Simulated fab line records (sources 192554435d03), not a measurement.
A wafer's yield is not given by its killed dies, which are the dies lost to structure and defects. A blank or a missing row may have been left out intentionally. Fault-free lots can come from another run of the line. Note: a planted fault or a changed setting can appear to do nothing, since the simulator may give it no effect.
Matching of chambers :: flow n5_finfet :: rie_diel-02 running N5_BEOL_M3_ETCH_63: 4 sister chambers
The step etches SiARC in CF4, target depth 15.6 nm, time 26 s. 20 wafers are shown with their chamber, then 10 later ones without.

## WAFERS WITH THEIR CHAMBER
wafer: L076.1
chamber: 1
drypump_motor_current_A (A): 5.8
throttle_valve_pct (%): 16.05
oes_product_au (a.u.): 0.60

wafer: L076.2
chamber: 3
drypump_motor_current_A (A): 4.9
throttle_valve_pct (%): 15.86
oes_product_au (a.u.): 0.60

wafer: L076.3
chamber: 0
drypump_motor_current_A (A): 6.1
throttle_valve_pct (%): 15.24
oes_product_au (a.u.): 0.66

wafer: L076.4
chamber: 2
drypump_motor_current_A (A): 5.0
throttle_valve_pct (%): 15.59
oes_product_au (a.u.): 0.70

wafer: L076.5
chamber: 2
drypump_motor_current_A (A): 5.1
throttle_valve_pct (%): 15.60
oes_product_au (a.u.): 0.71

wafer: L076.6
chamber: 3
drypump_motor_current_A (A): 4.9
throttle_valve_pct (%): 15.87
oes_product_au (a.u.): 0.60

wafer: L078.1
chamber: 1
drypump_motor_current_A (A): 5.8
throttle_valve_pct (%): 16.09
oes_product_au (a.u.): 0.59

wafer: L078.2
chamber: 3
drypump_motor_current_A (A): 4.9
throttle_valve_pct (%): 15.87
oes_product_au (a.u.): 0.59

wafer: L078.3
chamber: 0
drypump_motor_current_A (A): 6.1
throttle_valve_pct (%): 15.26
oes_product_au (a.u.): 0.66

wafer: L078.4
chamber: 2
drypump_motor_current_A (A): 5.1
throttle_valve_pct (%): 15.60
oes_product_au (a.u.): 0.70

wafer: L078.5
chamber: 1
drypump_motor_current_A (A): 5.8
throttle_valve_pct (%): 16.08
oes_product_au (a.u.): 0.59

wafer: L078.6
chamber: 0
drypump_motor_current_A (A): 6.1
throttle_valve_pct (%): 15.23
oes_product_au (a.u.): 0.66

wafer: L079.1
chamber: 0
drypump_motor_current_A (A): 6.1
throttle_valve_pct (%): 15.25
oes_product_au (a.u.): 0.66

wafer: L079.4
chamber: 0
drypump_motor_current_A (A): 6.1
throttle_valve_pct (%): 15.24
oes_product_au (a.u.): 0.65

wafer: L079.6
chamber: 3
drypump_motor_current_A (A): 4.9
throttle_valve_pct (%): 15.86
oes_product_au (a.u.): 0.58

wafer: L081.3
chamber: 1
drypump_motor_current_A (A): 5.7
throttle_valve_pct (%): 16.09
oes_product_au (a.u.): 0.58

wafer: L081.5
chamber: 3
drypump_motor_current_A (A): 4.9
throttle_valve_pct (%): 15.85
oes_product_au (a.u.): 0.58

wafer: L081.6
chamber: 0
drypump_motor_current_A (A): 6.1
throttle_valve_pct (%): 15.27
oes_product_au (a.u.): 0.66

wafer: L091.1
chamber: 2
drypump_motor_current_A (A): 5.0
throttle_valve_pct (%): 15.63
oes_product_au (a.u.): 0.68

wafer: L091.2
chamber: 1
drypump_motor_current_A (A): 5.8
throttle_valve_pct (%): 15.59
oes_product_au (a.u.): 0.84

SIGNATURES, as means of the wafers listed above
reading: drypump_motor_current_A
chamber 0: 6.100
chamber 1: 5.780
chamber 2: 5.050
chamber 3: 4.900
scatter within a chamber: 0.0335

reading: throttle_valve_pct
chamber 0: 15.2483
chamber 1: 15.9800
chamber 2: 15.6050
chamber 3: 15.8620
scatter within a chamber: 0.11

reading: oes_product_au
chamber 0: 0.6583
chamber 1: 0.6400
chamber 2: 0.6975
chamber 3: 0.5900
scatter within a chamber: 0.0565
Rule: a wafer lies at a distance from a chamber equal to the root of the sum of squares, over the readings, of (its reading less the chamber's mean, divided by the reading's scatter). The wafer belongs to the nearest chamber; if the next one is less than 2 further off, it can't be placed. The scatter: take each reading less its chamber's mean, square it, sum over the shown wafers, divide by the number of wafers less the number of chambers, and take the root.

## WAFERS WITHOUT THEIR CHAMBER
wafer: L091.3
drypump_motor_current_A (A): 6.1
throttle_valve_pct (%): 15.30
oes_product_au (a.u.): 0.64

wafer: L093.1
drypump_motor_current_A (A): 5.8
throttle_valve_pct (%): 15.62
oes_product_au (a.u.): 0.83

wafer: L093.5
drypump_motor_current_A (A): 6.1
throttle_valve_pct (%): 15.29
oes_product_au (a.u.): 0.64

wafer: L093.6
drypump_motor_current_A (A): 4.9
throttle_valve_pct (%): 15.90
oes_product_au (a.u.): 0.58

wafer: L096.1
drypump_motor_current_A (A): 5.1
throttle_valve_pct (%): 15.67
oes_product_au (a.u.): 0.67

wafer: L096.2
drypump_motor_current_A (A): 5.8
throttle_valve_pct (%): 15.64
oes_product_au (a.u.): 0.79

wafer: L096.3
drypump_motor_current_A (A): 4.9
throttle_valve_pct (%): 15.42
oes_product_au (a.u.): 0.84

wafer: L096.4
drypump_motor_current_A (A): 6.1
throttle_valve_pct (%): 15.32
oes_product_au (a.u.): 0.63

wafer: L096.5
drypump_motor_current_A (A): 5.1
throttle_valve_pct (%): 15.68
oes_product_au (a.u.): 0.66

wafer: L096.6
drypump_motor_current_A (A): 5.8
throttle_valve_pct (%): 15.62
oes_product_au (a.u.): 0.79

## WHICH CHAMBER EACH WENT THROUGH
wafer: L091.3
from the rows above: 0
in truth: 0

wafer: L093.1
from the rows above: 1
in truth: 1

wafer: L093.5
from the rows above: 0
in truth: 0

wafer: L093.6
from the rows above: 3
in truth: 3

wafer: L096.1
from the rows above: 2
in truth: 2

wafer: L096.2
from the rows above: 1
in truth: 1

wafer: L096.3
from the rows above: can't be placed: 2 or 3
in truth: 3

wafer: L096.4
from the rows above: 0
in truth: 0

wafer: L096.5
from the rows above: 2
in truth: 2

wafer: L096.6
from the rows above: 1
in truth: 1
9 of 10 placed correctly. Can't be placed from these rows: 1 (the true chamber is among the candidates in 1). Wrongly placed: 0.
